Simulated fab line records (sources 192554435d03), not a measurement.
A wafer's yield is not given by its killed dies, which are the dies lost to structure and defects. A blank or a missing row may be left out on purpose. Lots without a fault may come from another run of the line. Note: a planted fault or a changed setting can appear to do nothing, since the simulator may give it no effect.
Which tool did it? -- flow n5_finfet -- 11 lots with 28 wafers sampled at 5 steps, on a route of 1938 steps

## WHAT THE GAUGES READ, wafer by wafer
N5_BEOL_M4_RC_MEAS_101.
lot,measured,on,DIBL_N (mV/V)
L648,day 8 16:44,prober-02,38.1 34.3 36.9
L652,day 9 18:32,prober-01,37.0 37.8 36.4
L653,day 9 12:40,prober-02,34.3 34.4 38.4
L657,day 11 05:25,prober-02,34.0 34.4
L658,day 11 10:50,prober-02,36.5 37.8
L659,day 11 08:19,prober-02,36.5 36.7 38.2
L660,day 11 13:23,prober-01,34.1 37.0
L662,day 11 21:04,prober-02,34.7 34.9 35.6
L663,day 12 08:28,prober-01,37.2 37.4
L664,day 12 16:44,prober-02,34.3 35.0 38.6
L668,day 14 08:32,prober-01,36.5 41.0

## WHAT TOOL EACH LOT RAN ON (gives the tool, then ch and the chambers of the sampled wafers, and finally the start)
lot,N5_BEOL_M0_SAQP_SPACER1_ALD_98,N5_BEOL_M0_SAQP_ETCH_102,N5_BEOL_M0_SAQP_ETCH_106,N5_BEOL_M0_SAQP_ETCH_107
L648,"ald_sin-01 ch 0,2, day 6 13:32","rie_si-04 ch 0,1,2, day 6 14:21","rie_diel-04 ch 0,1,3, day 6 14:55","rie_diel-04 ch 0,1,3, day 6 14:58"
L652,"ald_sin-04 ch 0,1,3, day 7 10:16","rie_si-03 ch 0,2, day 7 11:21","rie_diel-04 ch 0,2,3, day 7 11:59","rie_diel-04 ch 0,2,3, day 7 12:03"
L653,"ald_sin-04 ch 0,1,3, day 7 13:10","rie_si-02 ch 0,1,2, day 7 14:09","rie_diel-06 ch 0,1,3, day 7 14:43","rie_diel-06 ch 0,1,3, day 7 14:46"
L657,"ald_sin-01 ch 0,3, day 8 21:47","rie_si-03 ch 2,3, day 8 22:37","rie_diel-03 ch 0, day 8 23:10","rie_diel-03 ch 0, day 8 23:14"
L658,"ald_sin-04 ch 0,1, day 9 00:09","rie_si-04 ch 1,3, day 9 01:03","rie_diel-03 ch 0,2, day 9 01:37","rie_diel-03 ch 0,2, day 9 01:41"
L659,"ald_sin-01 ch 1,2,3, day 9 04:09","rie_si-03 ch 0,2,3, day 9 04:58","rie_diel-04 ch 0,2,3, day 9 05:32","rie_diel-04 ch 0,2,3, day 9 05:36"
L660,"ald_sin-03 ch 3, day 9 06:57","rie_si-04 ch 0,1, day 9 08:04","rie_diel-03 ch 0,2, day 9 08:37","rie_diel-03 ch 0,2, day 9 08:41"
L662,"ald_sin-04 ch 0,2,3, day 9 18:39","rie_si-04 ch 1,2,3, day 9 19:28","rie_diel-06 ch 1,2,3, day 9 20:02","rie_diel-06 ch 1,2,3, day 9 20:05"
L663,"ald_sin-03 ch 3, day 10 00:14","rie_si-03 ch 2,3, day 10 01:03","rie_diel-06 ch 0, day 10 01:37","rie_diel-06 ch 0, day 10 01:40"
L664,"ald_sin-04 ch 1,2,3, day 10 02:59","rie_si-03 ch 0,2,3, day 10 03:49","rie_diel-06 ch 0,2,3, day 10 04:23","rie_diel-06 ch 0,2,3, day 10 04:26"
L668,"ald_sin-01 ch 1,3, day 11 06:19","rie_si-04 ch 2,3, day 11 07:07","rie_diel-03 ch 1,2, day 11 07:41","rie_diel-03 ch 1,2, day 11 07:45"
- N5_BEOL_M0_SAQP_SPACER1_ALD_98: deposits SiO2, target thk 12.8 nm, pulse time 1 s, purge time 2 s.
- N5_BEOL_M0_SAQP_ETCH_102: etches SiO2 in CF4, target depth 4 nm, time 4.4 s.
- N5_BEOL_M0_SAQP_ETCH_106: etches SOC in N2/H2, stops on SiNx, target depth 150 nm.
- N5_BEOL_M0_SAQP_ETCH_107: etches SiNx in CH3F/O2, target depth 30 nm.

## THE ANSWER, worked out from the rows above alone
Rule: the usual values come from the lots themselves. Put in order of their means at a reading, lots are off if they are a third of the lots or fewer, leave a main group of 4 or more, and stand apart from it by a gap of 3 or more times the standard deviation of the main group's means; of several such gaps the widest counts. A main group whose means are all the same, to the digits that the tables above print for the reading, isn't used. Also off: a lot with no number at a reading for which 4 or more lots have one. Any other lot the step has rows for is counted as sound.
Nothing can be told from this: no lot is off at any reading shown.

## WHAT THE SIMULATOR HAD PUT IN
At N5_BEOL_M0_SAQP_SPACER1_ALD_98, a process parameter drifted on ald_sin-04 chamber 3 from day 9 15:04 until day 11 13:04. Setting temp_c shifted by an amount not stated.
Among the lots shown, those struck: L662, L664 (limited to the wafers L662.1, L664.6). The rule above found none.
